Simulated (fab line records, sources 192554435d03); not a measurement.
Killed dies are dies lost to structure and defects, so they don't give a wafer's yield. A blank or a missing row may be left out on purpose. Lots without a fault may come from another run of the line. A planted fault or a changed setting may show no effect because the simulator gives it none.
fab line records | flow n5_finfet
record lots=6 wafers=18 last_day=17
route steps=1938 shown BEOL_M6@1200 PASSIVATION@1936
lots that met no fault: from a run of the same line without faults
start_h: hours from the record's first day to the start of the lot's first wafer shown | wait_h: hours since the lot's step before | " the same as in the row above | L1.1+2: a row that stands for several wafers | - no value, or no start given | * or withheld: withheld | < > ~ a bound
route shown NAME@n: a module of which the file shows steps, and the number in the route of the first | usual: mean/standard deviation of fault-free wafers | same: alike in all rows | chamber/n: place in a boat | sites: the reading at each site | _std_site: their standard deviation | _edge_site: outer sites' mean less inner sites' | radius_mm: how far each site lies from the wafer's centre | mask NAME#n: copy n | behind: the tool/chamber that last shaped the wafer | hold: why the lot was held/for how many hours/how that ended | device: the transistor (n, p or np) that didn't switch | end of line: the same wafers' tests at the end of the route | a step without rows: its recipe alone | killed: dies lost to structure and defects at the first sort, not the wafer's yield | map: a wafer's dies, x killed, . not, _ none there
set.NAME: the setting as run; set.NAME@STEP: as run at that earlier step | model.NAME: the simulator's own value behind a step, which no gauge read
lots at some steps of the route; a table a step, a row a wafer
services: from which hour (start_h, from the record's first day; less than 0 if before it) a tool's chamber was out of use, for how many hours, and why
## steps
# step N5_BEOL_M6_COAT_60
# recipe resist=SiARC temp_c=220 time_s=60 spin_rpm=1500 resist_thk_nm=35
# step N5_BEOL_M6_COAT_05
# recipe resist=CAR-ArF spin_rpm=1500 resist_thk_nm=90
# step N5_BEOL_M6_EBR_07
# recipe solvent=PGMEA ebr_width_mm=1.5
# step N5_BEOL_M6_SOFTBAKE_06
# recipe temp_c=110 time_s=60 resist=CAR-ArF
# step N5_BEOL_M6_EXPOSE_08
# recipe mask_id=M6 na=1.35 source_shape=dipole sigma_inner=0.817 sigma_outer=0.97 polarization=te dose_mj=68.25
# step N5_BEOL_M6_PEB_09
# recipe peb_temp_c=withheld peb_time_s=60 resist=CAR-ArF
# step N5_BEOL_M6_DEVELOP_10
# recipe develop_time_s=30 developer=TMAH resist=CAR-ArF rinse_liquid=diw dry=air_spin dev_temp_c=23
# step N5_BEOL_M6_CD_MEAS_11
# recipe target_cd_nm=38.5 landing_energy_ev=500 detector=se_inlens polarity=opening
# usual cd_nm=38.2/0.65
# columns lot.wafer tool chamber start_h wait_h cd_nm
L567.4 cd_sem-03 0 211.07 - 38.4
L567.5 " 0 " " 37.5
L567.6 " 0 " " 38.1
L569.2 cd_sem-03 0 220.48 - 39.0
L569.3 " 0 " " 38.5
L569.4 " 0 " " 38.5
L573.3 cd_sem-02 0 244.15 - 39.0
L573.4 " 0 " " 39.1
L573.5 " 0 " " 38.5
L575.4 cd_sem-03 0 263.19 - 37.6
L575.5 " 0 " " 38.3
L575.6 " 0 " " 38.4
L581.4 cd_sem-03 0 305.09 - 37.4
L581.5 " 0 " " 38.1
L581.6 " 0 " " 38.3
L584.1 cd_sem-01 0 322.07 - 37.9
L584.4 " 0 " " 37.5
L584.5 " 0 " " 38.2
# step N5_BEOL_M6_OVL_MEAS_12
# recipe points_per_wafer=44
# usual M6_OVL=0.0/0.69
# columns lot.wafer tool chamber start_h wait_h M6_OVL[nm]
L567.4 overlay-02 0 211.10 0.0 -0.4
L567.5 " 0 " " -0.8
L567.6 " 0 " " -1.3
L569.2 overlay-02 0 220.51 0.0 -0.1
L569.3 " 0 " " 0.1
L569.4 " 0 " " 0.7
L573.3 overlay-01 0 244.18 0.0 1.4
L573.4 " 0 " " 0.4
L573.5 " 0 " " 0.6
L575.4 overlay-01 0 263.22 0.0 1.0
L575.5 " 0 " " 0.6
L575.6 " 0 " " 1.9
L581.4 overlay-02 0 305.11 0.0 0.3
L581.5 " 0 " " 0.0
L581.6 " 0 " " 0.4
L584.1 overlay-02 0 322.10 0.0 -0.1
L584.4 " 0 " " 1.0
L584.5 " 0 " " 0.1
# step N5_BEOL_M6_INSPECT_13
# recipe mode=adi inspect_instrument=brightfield
# usual raw_defect_count=410/89
# columns lot.wafer tool chamber start_h wait_h raw_defect_count
L567.4 defect_inspect-01 - 211.12 0.0 350
L567.5 " - " " 475
L567.6 " - " " 360
L569.2 defect_inspect-02 - 220.54 0.0 329
L569.3 " - " " 467
L569.4 " - " " 333
L573.3 defect_inspect-01 - 244.20 0.0 462
L573.4 " - " " 435
L573.5 " - " " 392
L575.4 defect_inspect-01 - 263.24 0.0 401
L575.5 " - " " 526
L575.6 " - " " 391
L581.4 defect_inspect-02 - 305.14 0.0 453
L581.5 " - " " 333
L581.6 " - " " 337
L584.1 defect_inspect-01 - 322.13 0.0 366
L584.4 " - " " 408
L584.5 " - " " 446
# step N5_BEOL_M6_DESCUM_16
# recipe chemistry=O2 time_s=7.9 source_power_w=50 bias_power_w=20 pressure_mtorr=20 rf_frequency_hz=2.712e+07 temp_c=40 resist=CAR-ArF o2_flow_sccm=225
# usual drypump_motor_current_A=5.7/0.42 oes_product_au=0.81/0.093 rf_vpp_V=243.8/1.3 showerhead_plenum_p_Torr=2.12/0.066 throttle_valve_pct=20.30/0.22
# same time_s=7.9
# columns lot.wafer tool chamber start_h wait_h drypump_motor_current_A oes_product_au rf_hours_counter_h rf_vpp_V showerhead_plenum_p_Torr throttle_valve_pct
L567.4 rie_diel-05 0 211.21 0.1 6.1 0.73 206 244.5 2.13 20.04
L567.5 " 1 " " 5.2 1.00 - 244.5 2.15 20.20
L567.6 " 0 " " 6.1 0.73 - 243.9 2.14 20.05
L569.2 rie_diel-05 3 220.57 0.0 5.6 0.88 27 246.5 2.23 20.30
L569.3 " 2 " " 6.3 0.78 113 244.0 2.21 20.52
L569.4 " 0 " " 6.0 0.72 210 244.1 2.13 20.08
L573.3 rie_diel-05 0 244.30 0.1 6.1 0.73 215 244.6 2.13 20.07
L573.4 " 1 " " 5.2 0.95 16 243.1 2.14 20.22
L573.5 " 1 " " 5.2 0.96 - 244.4 2.14 20.23
L575.4 rie_diel-06 0 264.12 0.9 5.7 0.74 - 243.6 2.05 20.02
L575.5 " 3 " " 5.8 0.71 - 242.0 2.04 20.42
L575.6 " 2 " " 6.1 0.73 - 244.7 2.16 19.98
L581.4 rie_diel-04 0 305.17 0.0 5.9 0.84 65 241.8 2.04 20.20
L581.5 " 0 " " 5.9 0.84 - 242.1 2.04 20.22
L581.6 " 1 " " 5.1 0.92 - 243.6 2.13 20.57
L584.1 rie_diel-06 2 322.42 0.3 6.1 0.72 219 244.2 2.15 20.02
L584.4 " 3 " " 5.8 0.70 239 242.7 2.03 20.46
L584.5 " 2 " " 6.1 0.72 - 243.5 2.15 20.01
# step N5_BEOL_M6_ETCH_61
# recipe chemistry=CF4 target=SiARC target_depth_a=455 mask_material=CAR-ArF time_s=75.8 ion_energy_ev=80 pressure_mtorr=40 source_w=545 bias_w=36 Ar_flow_sccm=100 cf4_flow_sccm=100 ends=cleared
# usual bias_w=35.99/0.1 drypump_motor_current_A=5.7/0.42 etch_rf_on_time_s=74.8/3 oes_product_au=0.70/0.079 rf_vpp_V=184.5/1.1 showerhead_plenum_p_Torr=2.18/0.059 throttle_valve_pct=15.53/0.21
# columns lot.wafer tool chamber start_h wait_h bias_w drypump_motor_current_A etch_rf_on_time_s oes_product_au rf_hours_counter_h rf_vpp_V showerhead_plenum_p_Torr throttle_valve_pct
L567.4 rie_diel-05 0 211.25 0.0 36.01 6.0 74.4 0.63 206 184.7 2.22 15.59
L567.5 " 1 " " 36.01 5.2 74.6 0.85 - 186.0 2.20 15.42
L567.6 " 0 " " 35.96 6.1 74.6 0.63 - 184.4 2.22 15.58
L569.2 rie_diel-05 3 220.60 0.0 35.98 5.6 73.5 0.76 27 185.5 2.27 15.36
L569.3 " 2 " " 36.12 6.3 72.1 0.70 113 185.6 2.26 15.59
L569.4 " 0 " " 35.98 6.1 75.0 0.63 210 186.1 2.22 15.62
L573.3 rie_diel-05 0 244.34 0.0 35.99 6.1 73.4 0.63 215 184.0 2.21 15.61
L573.4 " 1 " " 36.14 5.2 73.5 0.82 16 183.9 2.20 15.44
L573.5 " 1 " " 36.19 5.2 72.8 0.82 - 183.8 2.20 15.44
L575.4 rie_diel-06 0 264.17 0.0 35.83 5.7 80.1 0.61 - 184.8 2.15 15.54
L575.5 " 3 " " 36.04 5.7 73.2 0.62 - 184.7 2.13 15.92
L575.6 " 2 " " 35.99 6.1 72.5 0.64 - 185.3 2.20 15.28
L581.4 rie_diel-04 0 305.21 0.0 35.75 5.9 73.0 0.74 65 183.0 2.08 15.32
L581.5 " 0 " " 35.89 5.9 73.0 0.74 - 183.1 2.08 15.32
L581.6 " 1 " " 35.90 5.1 72.4 0.81 - 184.2 2.18 15.63
L584.1 rie_diel-06 2 322.46 0.0 36.02 6.1 72.8 0.62 219 184.7 2.20 15.31
L584.4 " 3 " " 35.95 5.8 73.3 0.60 239 182.4 2.13 15.97
L584.5 " 2 " " 35.98 6.0 72.8 0.62 - 185.1 2.20 15.33
# step N5_BEOL_M6_ETCH_62
# recipe chemistry=N2/H2 target=SOC target_depth_a=1100 overetch_a=220 mask_material=SiARC temp_c=40 time_s=165 ion_energy_ev=200 pressure_mtorr=30 source_w=840 bias_w=150 n2_flow_sccm=200 h2_flow_sccm=200
# usual bias_w=150.0/0.5 drypump_motor_current_A=5.7/0.42 oes_product_au=0.69/0.076 rf_vpp_V=525.0/2.2 showerhead_plenum_p_Torr=2.59/0.082 throttle_valve_pct=17.76/0.19
# same time_s=165
# columns lot.wafer tool chamber start_h wait_h bias_w drypump_motor_current_A oes_product_au rf_hours_counter_h rf_vpp_V showerhead_plenum_p_Torr throttle_valve_pct
L567.4 rie_diel-05 0 211.30 0.0 150.5 6.1 0.63 206 525.9 2.63 17.64
L567.5 " 1 " " 149.9 5.2 0.83 - 525.7 2.61 17.65
L567.6 " 0 " " 150.5 6.1 0.63 - 525.0 2.63 17.68
L569.2 rie_diel-05 3 220.66 0.0 142.5 5.6 0.76 27 511.5 2.73 17.85
L569.3 " 2 " " 142.4 6.4 0.68 113 510.9 2.67 17.75
L569.4 " 0 " " 142.6 6.1 0.62 210 509.7 2.63 17.69
L573.3 rie_diel-05 0 244.39 0.0 142.8 6.0 0.62 215 509.5 2.63 17.68
L573.4 " 1 " " 142.6 5.2 0.81 16 509.7 2.60 17.67
L573.5 " 1 " " 142.7 5.2 0.81 - 509.6 2.60 17.67
L575.4 rie_diel-06 0 264.26 0.1 150.2 5.7 0.63 - 523.8 2.54 17.71
L575.5 " 3 " " 149.3 5.8 0.60 - 523.5 2.52 18.10
L575.6 " 2 " " 149.2 6.1 0.61 - 526.1 2.66 17.69
L581.4 rie_diel-04 0 305.26 0.0 150.0 5.9 0.72 65 522.1 2.49 17.77
L581.5 " 0 " " 149.9 5.9 0.71 - 522.6 2.49 17.76
L581.6 " 1 " " 150.1 5.1 0.78 - 525.8 2.58 17.82
L584.1 rie_diel-06 2 322.52 0.0 149.6 6.1 0.60 219 526.9 2.66 17.75
L584.4 " 3 " " 149.3 5.8 0.59 239 522.9 2.51 18.12
L584.5 " 2 " " 149.8 6.0 0.61 - 525.0 2.66 17.74
# step N5_BEOL_M6_STRIP_68
# recipe chemistry=N2/H2 temp_c=40 n2_flow_sccm=200 h2_flow_sccm=200 rf_frequency_hz=6e+07
# step N5_PASSIVATION_PROBE_49
# usual defect_limited_yield=91.8/1.5 killed_at_M0_to_M3=33/11 killed_at_M4_up=13/5 killed_at_contacts=11/5.6 killed_at_front_end=36/12 killed_at_other=3.4/2.5 killed_dies=97/18 killed_open=64/13 killed_short=31/6.9 sort_bin_4_leakage=0.01/0.048 sort_bin_5_function=4.8/1 sort_bin_6_memory=3.1/0.64 sort_bin_8_speed=0.00/0.014 sort_n_pass=1083/18 sort_yield_pct=91.8/1.5
# same gross_dies=1180 killed_at_back_side=0
# columns lot.wafer tool chamber start_h wait_h defect_limited_yield[%] killed_at_M0_to_M3 killed_at_M4_up killed_at_contacts killed_at_front_end killed_at_other killed_dies killed_open killed_short sort_bin_4_leakage[%] sort_bin_5_function[%] sort_bin_6_memory[%] sort_bin_8_speed[%] sort_n_pass sort_yield_pct[%]
L569.2 prober-02 - 311.88 0.1 92.4 26 8 10 45 1 90 48 24 0 3.1 3.0 0.08 1090 92.4
L569.3 prober-02 - 311.93 0.1 92.5 28 6 1 42 11 88 42 36 0 4.6 2.5 0 1092 92.5
L569.4 prober-02 - 311.98 0.2 93.0 32 3 9 37 2 83 54 28 0 4.4 2.5 0 1097 93.0
L573.3 prober-01 - 327.84 0.4 89.0 42 27 6 47 8 130 87 42 0 6.9 3.7 0 1050 89.0
L573.4 prober-01 - 327.89 0.5 91.9 27 17 11 35 5 95 56 39 0 4.8 3.1 0 1085 91.9
L573.5 prober-01 - 327.94 0.5 92.4 29 9 11 36 5 90 57 33 0 4.2 3.3 0 1090 92.4
L581.4 prober-02 - 400.37 0.2 90.6 63 12 6 27 3 111 68 43 0 5.6 3.4 0 1069 90.6
L581.5 prober-02 - 400.42 0.2 92.8 47 6 12 18 2 85 56 29 0 4.7 2.4 0 1095 92.8
L581.6 prober-02 - 400.47 0.3 91.0 53 13 9 27 4 106 72 33 0 5.0 3.8 0 1074 91.0
# killed by level:class
L569.2 HKMG_FIN:area_etch=16 BEOL_M1:geometric_particle:open=8 STI_FIN_REVEAL:geometric_particle:open=6 MOL_CONTACT_COAG:geometric_particle:open=6 STI_FIN_REVEAL:geometric_particle:short=4 ILD0:geometric_particle:open=4 MOL_CONTACT_COAG:geometric_particle:short=4 BEOL_M0_SAQP:geometric_particle:open=4
L569.3 BEOL_M0_SAQP:geometric_particle:short=9 GATE_CUT:geometric_particle:open=7 PASSIVATION:area_etch=7 FIN_SAQP:geometric_particle:open=6 GATE_CUT:geometric_particle:short=6 BEOL_M0_SAQP:geometric_particle:open=5 BEOL_M1:geometric_particle:short=5 STI_FIN_REVEAL:geometric_particle:short=4
L569.4 BEOL_M0_SAQP:geometric_particle:short=11 MOL_CONTACT_COAG:geometric_particle:open=9 STI_FIN_REVEAL:geometric_particle:open=8 BEOL_M1:geometric_particle:open=8 GATE_CUT:geometric_particle:short=6 STARTING-WAFER:geometric_particle:open=5 FIN_SAQP:geometric_particle:open=4 GATE_CUT:geometric_particle:open=4
L573.3 BEOL_M3:geometric_particle:open=11 FIN_SAQP:geometric_particle:short=9 FIN_SAQP:geometric_particle:open=9 STI_FIN_REVEAL:geometric_particle:open=9 BEOL_M1:geometric_particle:open=8 BEOL_M0_SAQP:geometric_particle:open=7 BEOL_M4:geometric_particle:open=7 MOL_CONTACT_COAG:geometric_particle:open=5
L573.4 FIN_SAQP:geometric_particle:short=12 BEOL_M0_SAQP:geometric_particle:open=10 BEOL_M4:geometric_particle:open=8 STI_FIN_REVEAL:geometric_particle:open=6 MOL_CONTACT_COAG:geometric_particle:open=6 MOL_CONTACT_COAG:geometric_particle:short=5 BEOL_M0_SAQP:geometric_particle:short=5 FIN_SAQP:geometric_particle:open=4
L573.5 STI_FIN_REVEAL:geometric_particle:open=12 MOL_CONTACT_COAG:geometric_particle:open=9 BEOL_M0_SAQP:geometric_particle:open=8 BEOL_M0_SAQP:geometric_particle:short=8 FIN_SAQP:geometric_particle:open=5 FIN_SAQP:geometric_particle:short=5 BEOL_M1:geometric_particle:open=4 BEOL_M4:geometric_particle:open=4
L581.4 BEOL_M3:geometric_particle:open=13 BEOL_M0_SAQP:geometric_particle:short=12 BEOL_M2:geometric_particle:open=12 BEOL_M0_SAQP:geometric_particle:open=11 BEOL_M2:geometric_particle:short=7 DUMMY_GATE:geometric_particle:open=5 FIN_SAQP:geometric_particle:open=4 FIN_SAQP:geometric_particle:short=4
L581.5 BEOL_M1:geometric_particle:open=16 BEOL_M2:geometric_particle:open=9 BEOL_M0_SAQP:geometric_particle:open=8 BEOL_M0_SAQP:geometric_particle:short=7 GATE_CUT:geometric_particle:short=6 MOL_CONTACT_COAG:geometric_particle:open=6 MOL_CONTACT_COAG:geometric_particle:short=6 BEOL_M5:geometric_particle:open=4
L581.6 BEOL_M2:geometric_particle:open=14 BEOL_M3:geometric_particle:open=10 BEOL_M1:geometric_particle:open=9 BEOL_M3:geometric_particle:short=7 MOL_CONTACT_COAG:geometric_particle:open=6 BEOL_M0_SAQP:geometric_particle:open=6 FIN_SAQP:geometric_particle:short=5 BEOL_M0_SAQP:geometric_particle:short=5
## services
# columns tool chamber start_h hours kind
rie_diel-06 0 207.22 4.4 repair
rie_diel-04 2 217.90 5.7 repair
rie_diel-04 2 223.62 - clean
rie_diel-04 2 223.62 - consumable_replace:focus_ring
rie_diel-04 2 223.62 14.5 scheduled_down
rie_diel-04 2 223.62 14.5 vent_cycle
rie_diel-05 0 230.90 5.1 repair
rie_diel-04 1 238.23 - clean
rie_diel-04 1 238.23 - consumable_replace:focus_ring
rie_diel-04 1 238.23 16.5 scheduled_down
rie_diel-04 1 238.23 16.5 vent_cycle
rie_diel-06 3 245.02 16.7 repair
rie_diel-06 1 261.75 - clean
rie_diel-06 1 261.75 - consumable_replace:focus_ring
rie_diel-06 1 261.75 17.4 scheduled_down
rie_diel-06 1 261.75 17.4 vent_cycle
rie_diel-06 2 302.78 3.3 repair
rie_diel-04 3 307.04 5.2 repair
## key
first_sign step=N5_BEOL_M6_ETCH_62 reading=bias_w direction=down sigmas=15 usual=* struck=*
effect step=N5_BEOL_M6_ETCH_62 reading=rf_vpp_V direction=down sigmas=6.8 usual=525.0 struck=510.2
met_at N5_BEOL_M6_ETCH_62
struck_wafers L569.2,L569.3,L569.4,L573.3,L573.4,L573.5
baseline_loss step=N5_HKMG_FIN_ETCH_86 wafers=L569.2
onset_between 211.30 220.66
fault kind=process_parameter_drift tool=rie_diel-05 chamber=- onset_h=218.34 steps=N5_BEOL_M6_ETCH_62 channel=bias_w offset=* shape=step end_h=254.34 acts_in=* stated=*
# baseline_loss: these wafers lose ten dies or more at that step, a loss of the line's own and not of a fault; the sort's usual values leave them out
